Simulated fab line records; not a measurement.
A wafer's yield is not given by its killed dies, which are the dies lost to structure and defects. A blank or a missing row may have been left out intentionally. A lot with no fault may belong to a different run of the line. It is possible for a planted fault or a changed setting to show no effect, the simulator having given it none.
fab line records | flow n5Finfet
record lots=7 wafers=21
route steps=1938 shown BEOL_M2@851 BEOL_M4@1047 BEOL_M5@1120 BEOL_M6@1204
startH: the number of hours between the record's first day and the start of the first shown wafer of the lot | waitH: how many hours have passed since the lot's step before this one | " unchanged from the row above | L1.1+2: several wafers, shown together as one row | - no value, or no start was given | * or withheld: withheld | < > ~ a bound
route shown NAME@n: names a module that has steps shown in the file, with the first one's number in the route | usual: mean/standard deviation taken from wafers without a fault | same: alike in all rows | chamber/n: place in a boat | sites: each site's reading | _std_site: standard deviation across them | _edge_site: outer sites' mean less inner sites' | radiusMm: how far each site lies from the wafer's centre | mask NAME#n: copy n | behind: the tool/chamber that last shaped the wafer | hold: why the lot went on hold/how many hours it stayed there/how the hold came to an end | device: the transistor (n, p or np) that didn't switch | end of line: the same wafers' tests at the end of the route | a step with no rows: only its recipe | killed: dies lost to structure and defects at the first sort, not the wafer's yield | map: a wafer's dies, x killed, . not, _ none there
set.NAME: the setting the step ran with; set.NAME@STEP: the setting that earlier step ran with | model.NAME: the simulator's own value behind a step, which no gauge read
lots where settings were altered on purpose, with a table for each step and a row for each wafer
## steps
# step N5_BEOL_M2_EXPOSE_08
# recipe maskId=M2 na=0.33 sourceShape=dipole sigmaInner=0.369 sigmaOuter=0.767 polarization=unpolarized doseMj=41.25
# columns lot.wafer tool chamber startH waitH mask set.doseMj
L078.1+2+3 euvScanner-02 0 160.34 - M2#0 41.25
L081.2+5 euvScanner-01 0 171.19 - M2#0 41.25
L081.4 " 0 " " M2#0 39.71
L082.1+6 euvScanner-02 0 194.66 - M2#0 38.68
L082.5 " 0 " " M2#0 41.25
L087.1 euvScanner-02 0 215.90 - M2#0 39.73
L087.3+4 " 0 " " M2#0 41.25
L088.1+4 euvScanner-02 0 228.90 - M2#0 41.25
L088.6 " 0 " " M2#0 43.99
L090.2 euvScanner-01 0 235.25 - M2#0 40.06
L090.4+5 " 0 " " M2#0 41.25
L097.1+5+6 euvScanner-02 0 273.79 - M2#0 41.25
# step N5_BEOL_M2_PEB_09
# recipe pebTempC=100 pebTimeS=60 resist=CAR-EUV
# step N5_BEOL_M2_DEVELOP_10
# recipe developTimeS=30 developer=TMAH resist=CAR-EUV rinseLiquid=surfactantRinse dry=airSpin devTempC=23
# step N5_BEOL_M2_CD_MEAS_11
# recipe targetCdNm=16.79 landingEnergyEv=500 detector=seInlens polarity=opening
# usual cdNm=16.74/0.25
# columns lot.wafer tool chamber startH waitH set.doseMj@BEOL_M2_EXPOSE_08 cdNm
L078.1 cdSem-02 0 160.47 - 41.25 17.06
L078.2 " 0 " " 41.25 16.79
L078.3 " 0 " " 41.25 17.02
L081.2 cdSem-02 0 171.32 - 41.25 16.51
L081.4 " 0 " " 39.71 15.92
L081.5 " 0 " " 41.25 16.36
L082.1 cdSem-03 0 194.79 - 38.68 15.65
L082.5 " 0 " " 41.25 17.07
L082.6 " 0 " " 38.68 15.34
L087.1 cdSem-03 0 216.03 - 39.73 15.96
L087.3 " 0 " " 41.25 16.84
L087.4 " 0 " " 41.25 16.92
L088.1 cdSem-03 0 229.03 - 41.25 16.47
L088.4 " 0 " " 41.25 16.44
L088.6 " 0 " " 43.99 17.56
L090.2 cdSem-03 0 235.37 - 40.06 16.05
L090.4 " 0 " " 41.25 16.53
L090.5 " 0 " " 41.25 17.01
L097.1 cdSem-02 0 273.92 - 41.25 16.31
L097.5 " 0 " " 41.25 16.52
L097.6 " 0 " " 41.25 16.71
# step N5_BEOL_M2_DESCUM_16
# recipe chemistry=O2 timeS=7 sourcePowerW=50 biasPowerW=20 pressureMtorr=20 rfFrequencyHz=2.712e+07 tempC=40 resist=CAR-EUV o2FlowSccm=225
# step N5_BEOL_M2_ETCH_74
# recipe chemistry=N2/H2 target=underlayer targetDepthA=65 maskMaterial=CAR-EUV timeS=5.2 ionEnergyEv=200 pressureMtorr=30 sourceW=840 biasW=150 n2FlowSccm=200 h2FlowSccm=200 ends=cleared
# columns lot.wafer tool chamber startH waitH set.doseMj@BEOL_M2_EXPOSE_08 model.BEOL_M2.cdOffsetNm
L078.1 rieDiel-04 3 160.63 0.0 41.25 0.4
L078.2+3 " 2,1 " " 41.25 0.2
L081.2 rieDiel-04 0 171.62 0.0 41.25 -0.2
L081.4 " 1 " " 39.71 -0.8
L081.5 " 3 " " 41.25 -0.4
L082.1+6 rieDiel-04 0 194.99 0.0 38.68 -1.2
L082.5 " 3 " " 41.25 0
L087.1 rieDiel-04 1 217.14 0.0 39.73 -0.8
L087.3 " 2 " " 41.25 -0.2
L087.4 " 0 " " 41.25 0
L088.1 rieDiel-01 2 229.19 0.0 41.25 -0.4
L088.4 " 1 " " 41.25 0.2
L088.6 " 0 " " 43.99 0.8
L090.2 rieDiel-01 2 235.53 0.0 40.06 -0.6
L090.4 " 3 " " 41.25 0.2
L090.5 " 2 " " 41.25 -0.4
L097.1+6 rieDiel-01 2 274.08 0.0 41.25 -0.2
L097.5 " 1 " " 41.25 0.2
# step N5_BEOL_M2_ETCH_63
# recipe chemistry=CF4 target=SiARC targetDepthA=156 maskMaterial=CAR-EUV timeS=26 ionEnergyEv=80 pressureMtorr=40 sourceW=545 biasW=36 Ar_flow_sccm=100 cf4FlowSccm=100 ends=cleared
# columns lot.wafer tool chamber startH waitH set.spinRpm@BEOL_M2_COAT_62 set.doseMj@BEOL_M2_EXPOSE_08 model.BEOL_M2.cdOffsetNm model.etch.depthNm
L078.1 rieDiel-04 3 160.65 0.0 1434 41.25 0.4 12.28
L078.2 " 2 " " 1500 41.25 0.4 12
L078.3 " 1 " " 1500 41.25 0 12
L081.2 rieDiel-04 0 171.64 0.0 1500 41.25 -0.6 11.99
L081.4 " 1 " " 1500 39.71 -1 11.99
L081.5 " 3 " " 1500 41.25 -0.4 12.01
L082.1 rieDiel-04 0 195.01 0.0 1500 38.68 -1.4 12.05
L082.5 " 3 " " 1500 41.25 -0.2 12.02
L082.6 " 0 " " 1500 38.68 -1.4 12.01
L087.1 rieDiel-04 1 217.16 0.0 1500 39.73 -1 11.98
L087.3 " 2 " " 1500 41.25 0 11.98
L087.4 " 0 " " 1386 41.25 -0.2 12.48
L088.1 rieDiel-01 2 229.21 0.0 1500 41.25 -0.6 11.98
L088.4 " 1 " " 1445 41.25 0.2 12.24
L088.6 " 0 " " 1500 43.99 0.8 12.02
L090.2 rieDiel-01 2 235.55 0.0 1586 40.06 -1 11.75
L090.4 " 3 " " 1500 41.25 0 12.01
L090.5 " 2 " " 1500 41.25 -0.6 12.03
L097.1 rieDiel-01 2 274.10 0.0 1500 41.25 -0.2 12.04
L097.5 " 1 " " 1500 41.25 0.2 12.01
L097.6 " 2 " " 1500 41.25 -0.4 12.01
# step N5_BEOL_M4_COAT_67
# recipe resist=SOC tempC=250 timeS=60 spinRpm=1500 resistThkNm=60
# columns lot.wafer tool chamber startH waitH set.spinRpm model.SOC_of_BEOL_M4_COAT_67.thkNm
L078.1 lithoTrack-02 0 181.98 0.0 1500 60.2
L078.2 " 0 " " 1500 60
L078.3 " 0 " " 1350 63.6
L081.2 lithoTrack-02 0 204.16 0.0 1500 60.2
L081.4 " 0 " " 1655 57.4
L081.5 " 0 " " 1500 60
L082.1 lithoTrack-05 0 224.62 0.0 1556 58.6
L082.5 " 0 " " 1556 58.8
L082.6 " 0 " " 1500 59.8
L087.1+3+4 lithoTrack-05 0 251.43 0.0 1500 60
L088.1+4+6 lithoTrack-02 0 253.02 0.0 1500 59.6
L090.2 lithoTrack-05 0 258.34 0.0 1500 59.8
L090.4 " 0 " " 1363 63
L090.5 " 0 " " 1363 62.8
L097.1+6 lithoTrack-05 0 306.90 0.0 1500 59.6
L097.5 " 0 " " 1500 59.8
# step N5_BEOL_M4_DESCUM_33
# recipe chemistry=O2 timeS=7 sourcePowerW=50 biasPowerW=20 pressureMtorr=20 rfFrequencyHz=2.712e+07 tempC=40 resist=CAR-EUV o2FlowSccm=225
# columns lot.wafer tool chamber startH waitH set.timeS model.CAR-EUV_of_BEOL_M4_COAT_22.thkNm
L078.1 rieDiel-04 1 182.39 0.0 7 26.2
L078.2 " 3 " " 8.481 25.2
L078.3 " 2 " " 7 26
L081.2+4+5 rieDiel-04 2,3,2 204.56 0.0 7 26
L082.1 rieDiel-01 1 225.16 0.0 8.179 25.6
L082.5+6 " 2,1 " " 7 26
L087.1 rieDiel-04 2 251.90 0.1 7 26
L087.3 " 3 " " 6.586 26.4
L087.4 " 0 " " 7 26.2
L088.1 rieDiel-01 0 253.42 0.0 7 26.2
L088.4+6 " 2 " " 7 26
L090.2+4+5 rieDiel-01 3,0,3 258.94 0.2 7 26
L097.1+5+6 rieDiel-04 0,2,3 307.44 0.0 7 26
# step N5_BEOL_M4_ETCH_77
# recipe chemistry=N2/H2 target=underlayer targetDepthA=65 maskMaterial=CAR-EUV timeS=5.2 ionEnergyEv=200 pressureMtorr=30 sourceW=840 biasW=150 n2FlowSccm=200 h2FlowSccm=200 ends=cleared
# columns lot.wafer tool chamber startH waitH set.timeS@BEOL_M4_DESCUM_33 model.CAR-EUV_of_BEOL_M4_COAT_22.thkNm
L078.1 rieDiel-04 1 182.42 0.0 7 20.4
L078.2 " 3 " " 8.481 19.6
L078.3 " 2 " " 7 20.2
L081.2+5 rieDiel-04 2 204.60 0.0 7 20.2
L081.4 " 3 " " 7 20.4
L082.1 rieDiel-01 1 225.19 0.0 8.179 19.8
L082.5 " 2 " " 7 20.2
L082.6 " 1 " " 7 20.4
L087.1 rieDiel-04 2 251.93 0.0 7 20.2
L087.3 " 3 " " 6.586 20.6
L087.4 " 0 " " 7 20.4
L088.1 rieDiel-01 0 253.46 0.0 7 20.2
L088.4+6 " 2 " " 7 20.4
L090.2+5 rieDiel-01 3 258.97 0.0 7 20.4
L090.4 " 0 " " 7 20.2
L097.1+5 rieDiel-04 0,2 307.47 0.0 7 20.2
L097.6 " 3 " " 7 20.4
# step N5_BEOL_M4_ETCH_69
# recipe chemistry=CF4 target=SiARC targetDepthA=156 maskMaterial=CAR-EUV timeS=26 ionEnergyEv=80 pressureMtorr=40 sourceW=545 biasW=36 Ar_flow_sccm=100 cf4FlowSccm=100 ends=cleared
# step N5_BEOL_M4_ALD_98
# recipe material=SiO2 targetThkA=25 tempC=100 aldPrecursorFamily=BDEAS aldCoReactant=O2-plasma pulseTimeS=1 coReactantPulseTimeS=1 purgeTimeS=2 coReactantPurgeTimeS=2 aldCycles=17 pressureTorr=2
# step N5_BEOL_M4_ETCHBACK_99
# recipe chemistry=CHF3 target=SiO2 targetDepthA=50 timeS=10.4 sourceW=215 biasW=47 Ar_flow_sccm=200 CHF3_flow_sccm=12 ionEnergyEv=100 pressureMtorr=30
# step N5_BEOL_M4_ETCH_70
# recipe chemistry=N2/H2 target=SOC targetDepthA=800 overetchA=240 maskMaterial=SiARC tempC=40 timeS=130 ionEnergyEv=200 pressureMtorr=30 sourceW=840 biasW=150 n2FlowSccm=200 h2FlowSccm=200
# columns lot.wafer tool chamber startH waitH set.spinRpm@BEOL_M4_COAT_67 model.etch.depthNm
L078.1 rieDiel-04 1 193.02 0.0 1500 60.1
L078.2 " 2 " " 1500 60.01
L078.3 " 0 " " 1350 63.51
L081.2 rieDiel-02 3 208.80 0.0 1500 60.25
L081.4 " 1 " " 1655 57.33
L081.5 " 2 " " 1500 60.01
L082.1 rieDiel-02 3 227.52 0.0 1556 58.69
L082.5 " 3 " " 1556 58.87
L082.6 " 0 " " 1500 59.86
L087.1 rieDiel-01 0 256.76 0.0 1500 59.99
L087.3 " 1 " " 1500 59.93
L087.4 " 2 " " 1500 59.96
L088.1 rieDiel-04 3 261.64 0.0 1500 59.52
L088.4 " 2 " " 1500 59.51
L088.6 " 3 " " 1500 59.55
L090.2 rieDiel-02 2 261.95 0.0 1500 59.78
L090.4 " 1 " " 1363 62.97
L090.5 " 2 " " 1363 62.83
L097.1 rieDiel-04 0 310.69 0.0 1500 59.7
L097.5 " 3 " " 1500 59.75
L097.6 " 0 " " 1500 59.64
# step N5_BEOL_M4_STRIP_71
# recipe chemistry=N2/H2 tempC=40 n2FlowSccm=200 h2FlowSccm=200 rfFrequencyHz=6e+07
# step N5_BEOL_M4_STRIP_78
# recipe chemistry=N2/H2 tempC=40 n2FlowSccm=200 h2FlowSccm=200 rfFrequencyHz=6e+07
# step N5_BEOL_M4_VIA_ETCH_34
# recipe chemistry=C4F6/O2 targetDepthA=694 maskMaterial=SOC pressureMtorr=15 ionEnergyEv=250 taperDeg=4 timeS=65.9 sourceW=350 biasW=170 Ar_flow_sccm=300 C4F6_flow_sccm=10 O2_flow_sccm=10
# columns lot.wafer tool chamber startH waitH set.spinRpm@BEOL_M4_COAT_67 model.SOC_of_BEOL_M4_COAT_67.thkNm
L078.1 rieDiel-04 1 193.13 0.0 1500 51.8
L078.2 " 2 " " 1500 52
L078.3 " 0 " " 1350 55.4
L081.2 rieDiel-02 3 208.90 0.0 1500 51.6
L081.4 " 1 " " 1655 49
L081.5 " 2 " " 1500 52.4
L082.1 rieDiel-02 3 227.62 0.0 1556 50
L082.5 " 3 " " 1556 50.2
L082.6 " 0 " " 1500 51.8
L087.1 rieDiel-01 0 256.87 0.0 1500 51.6
L087.3 " 1 " " 1500 51.8
L087.4 " 2 " " 1500 52
L088.1+6 rieDiel-04 3 261.74 0.0 1500 51.4
L088.4 " 2 " " 1500 51.6
L090.2 rieDiel-02 2 262.06 0.0 1500 52.4
L090.4 " 1 " " 1363 54.8
L090.5 " 2 " " 1363 55.4
L097.1+6 rieDiel-04 0 310.79 0.0 1500 51.2
L097.5 " 3 " " 1500 51.6
# step N5_BEOL_M5_COAT_05
# recipe resist=CAR-EUV spinRpm=1500 resistThkNm=30
# columns lot.wafer tool chamber startH waitH set.spinRpm model.CAR-EUV_of_BEOL_M5_COAT_05.thkNm
L078.1 lithoTrack-05 0 - - 1500 29.8
L078.2+3 " 0 " " 1376 31.2
L081.2 lithoTrack-05 0 - - 1430 30.6
L081.4+5 " 0 " " 1500 30
L082.1+6 lithoTrack-01 0 - - 1500 30
L082.5 " 0 " " 1362 31.6
L087.1+4 lithoTrack-05 0 - - 1500 30
L087.3 " 0 " " 1500 29.8
L088.1 lithoTrack-04 0 - - 1500 30
L088.4 " 0 " " 1433 30.6
L088.6 " 0 " " 1433 30.8
L090.2 lithoTrack-01 0 - - 1500 30.2
L090.4 " 0 " " 1500 30
L090.5 " 0 " " 1433 30.8
L097.1 lithoTrack-04 0 - - 1500 30.2
L097.5+6 " 0 " " 1500 30
# step N5_BEOL_M5_EBR_07
# recipe solvent=PGMEA ebrWidthMm=1.5
# step N5_BEOL_M5_SOFTBAKE_06
# recipe tempC=110 timeS=60 resist=CAR-EUV
# step N5_BEOL_M5_DESCUM_16
# recipe chemistry=O2 timeS=7 sourcePowerW=50 biasPowerW=20 pressureMtorr=20 rfFrequencyHz=2.712e+07 tempC=40 resist=CAR-EUV o2FlowSccm=225
# columns lot.wafer tool chamber startH waitH set.spinRpm@BEOL_M5_COAT_05 model.CAR-EUV_of_BEOL_M5_COAT_05.thkNm
L078.1 rieDiel-06 3 199.76 0.0 1500 25.8
L078.2 " 0 " " 1376 27.4
L078.3 " 1 " " 1376 27.2
L081.2 rieDiel-03 1 216.27 0.1 1430 26.6
L081.4+5 " 0,2 " " 1500 26
L082.1 rieDiel-06 3 234.61 0.0 1500 26
L082.5 " 1 " " 1362 27.6
L082.6 " 0 " " 1500 26.2
L087.1+3 rieDiel-03 2,3 266.00 0.0 1500 26
L087.4 " 0 " " 1500 26.2
L088.1 rieDiel-06 1 269.12 0.1 1500 26
L088.4 " 2 " " 1433 26.6
L088.6 " 3 " " 1433 26.8
L090.2+4 rieDiel-05 0,3 272.83 0.7 1500 26.2
L090.5 " 1 " " 1433 26.8
L097.1 rieDiel-06 1 319.54 0.1 1500 26.2
L097.5+6 " 3,2 " " 1500 26
# step N5_BEOL_M6_EXPOSE_08
# recipe maskId=M6 na=1.35 sourceShape=dipole sigmaInner=0.817 sigmaOuter=0.97 polarization=te doseMj=68.25
# columns lot.wafer tool chamber startH waitH mask set.doseMj
L078.1+3 arfiScanner-01 0 211.88 - M6#0 64.66
L078.2 " 0 " " M6#0 68.25
L081.2+5 arfiScanner-03 0 227.65 - M6#0 66.43
L081.4 " 0 " " M6#0 68.25
L082.1 arfiScanner-02 0 247.08 - M6#0 68.25
L082.5+6 " 0 " " M6#0 70.67
L087.1 arfiScanner-03 0 276.07 - M6#0 72.31
L087.3+4 " 0 " " M6#0 68.25
L088.1+6 arfiScanner-03 0 281.58 - M6#0 68.25
L088.4 " 0 " " M6#0 64.23
L090.2+5 arfiScanner-02 0 284.70 - M6#0 72.02
L090.4 " 0 " " M6#0 68.25
L097.1+5+6 arfiScanner-03 0 333.77 - M6#0 68.25
# step N5_BEOL_M6_PEB_09
# recipe pebTempC=withheld pebTimeS=60 resist=CAR-ArF
# step N5_BEOL_M6_DEVELOP_10
# recipe developTimeS=30 developer=TMAH resist=CAR-ArF rinseLiquid=diw dry=airSpin devTempC=23
# step N5_BEOL_M6_CD_MEAS_11
# recipe targetCdNm=38.5 landingEnergyEv=500 detector=seInlens polarity=opening
# usual cdNm=38.1/0.54
# columns lot.wafer tool chamber startH waitH set.doseMj@BEOL_M6_EXPOSE_08 cdNm
L078.1 cdSem-02 0 212.01 - 64.66 35.9
L078.2 " 0 " " 68.25 39.0
L078.3 " 0 " " 64.66 35.8
L081.2 cdSem-02 0 227.78 - 66.43 36.5
L081.4 " 0 " " 68.25 36.8
L081.5 " 0 " " 66.43 36.0
L082.1 cdSem-03 0 247.20 - 68.25 38.2
L082.5 " 0 " " 70.67 39.9
L082.6 " 0 " " 70.67 40.2
L087.1 cdSem-01 0 276.20 - 72.31 41.2
L087.3 " 0 " " 68.25 37.5
L087.4 " 0 " " 68.25 38.7
L088.1 cdSem-01 0 281.71 - 68.25 37.2
L088.4 " 0 " " 64.23 34.0
L088.6 " 0 " " 68.25 37.5
L090.2 cdSem-03 0 284.83 - 72.02 40.2
L090.4 " 0 " " 68.25 38.7
L090.5 " 0 " " 72.02 40.3
L097.1 cdSem-01 0 333.90 - 68.25 38.2
L097.5 " 0 " " 68.25 37.9
L097.6 " 0 " " 68.25 38.4
# step N5_BEOL_M6_DESCUM_16
# recipe chemistry=O2 timeS=7.9 sourcePowerW=50 biasPowerW=20 pressureMtorr=20 rfFrequencyHz=2.712e+07 tempC=40 resist=CAR-ArF o2FlowSccm=225
# step N5_BEOL_M6_ETCH_61
# recipe chemistry=CF4 target=SiARC targetDepthA=455 maskMaterial=CAR-ArF timeS=75.8 ionEnergyEv=80 pressureMtorr=40 sourceW=545 biasW=36 Ar_flow_sccm=100 cf4FlowSccm=100 ends=cleared
# columns lot.wafer tool chamber startH waitH set.doseMj@BEOL_M6_EXPOSE_08 model.BEOL_M6.cdOffsetNm
L078.1 rieDiel-04 1 212.25 0.0 64.66 -3
L078.2 " 2 " " 68.25 0.6
L078.3 " 3 " " 64.66 -2.8
L081.2 rieDiel-02 3 227.90 0.0 66.43 -1.4
L081.4 " 0 " " 68.25 -1.8
L081.5 " 1 " " 66.43 -2.6
L082.1 rieDiel-01 3 247.33 0.0 68.25 -0.4
L082.5 " 2 " " 70.67 1.6
L082.6 " 3 " " 70.67 1.2
L087.1 rieDiel-02 3 276.40 0.0 72.31 3.2
L087.3 " 1 " " 68.25 -0.6
L087.4 " 2 " " 68.25 0.4
L088.1 rieDiel-04 1 281.83 0.0 68.25 -0.8
L088.4 " 0 " " 64.23 -4
L088.6 " 3 " " 68.25 -1.2
L090.2 rieDiel-04 3 285.40 0.0 72.02 1.4
L090.4 " 0 " " 68.25 -0.4
L090.5 " 0 " " 72.02 1.6
L097.1 rieDiel-02 1 334.02 0.0 68.25 0
L097.5+6 " 1,0 " " 68.25 -0.2
## key
split step=N5_BEOL_M2_EXPOSE_08 setting=doseMj stated=41.25 by=wafer
response step=N5_BEOL_M2_CD_MEAS_11 reading=cdNm change=+0.206 per=1% r=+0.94
response step=N5_BEOL_M2_ETCH_74 reading=model.BEOL_M2.cdOffsetNm change=+0.163 per=1% r=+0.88
response step=N5_BEOL_M2_ETCH_63 reading=model.BEOL_M2.cdOffsetNm change=+0.18 per=1% r=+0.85
split step=N5_BEOL_M4_COAT_67 setting=spinRpm stated=1500 by=wafer
response step=N5_BEOL_M4_COAT_67 reading=model.SOC_of_BEOL_M4_COAT_67.thkNm change=-0.313 per=1% r=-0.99
response step=N5_BEOL_M4_ETCH_70 reading=model.etch.depthNm change=-0.315 per=1% r=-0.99
response step=N5_BEOL_M4_VIA_ETCH_34 reading=model.SOC_of_BEOL_M4_COAT_67.thkNm change=-0.319 per=1% r=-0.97
split step=N5_BEOL_M4_DESCUM_33 setting=timeS stated=7 by=wafer
response step=N5_BEOL_M4_DESCUM_33 reading=model.CAR-EUV_of_BEOL_M4_COAT_22.thkNm change=-0.036 per=1% r=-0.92
response step=N5_BEOL_M4_ETCH_77 reading=model.CAR-EUV_of_BEOL_M4_COAT_22.thkNm change=-0.0326 per=1% r=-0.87
split step=N5_BEOL_M5_COAT_05 setting=spinRpm stated=1500 by=wafer
response step=N5_BEOL_M5_COAT_05 reading=model.CAR-EUV_of_BEOL_M5_COAT_05.thkNm change=-0.165 per=1% r=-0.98
response step=N5_BEOL_M5_DESCUM_16 reading=model.CAR-EUV_of_BEOL_M5_COAT_05.thkNm change=-0.162 per=1% r=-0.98
split step=N5_BEOL_M6_EXPOSE_08 setting=doseMj stated=68.25 by=wafer
response step=N5_BEOL_M6_CD_MEAS_11 reading=cdNm change=+0.483 per=1% r=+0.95
response step=N5_BEOL_M6_ETCH_61 reading=model.BEOL_M6.cdOffsetNm change=+0.494 per=1% r=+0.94
split outsideThisFile step=N5_BEOL_M2_COAT_62 setting=spinRpm
# split outsideThisFile: this setting was split too, and the file shows its column; the key of that split is in another file
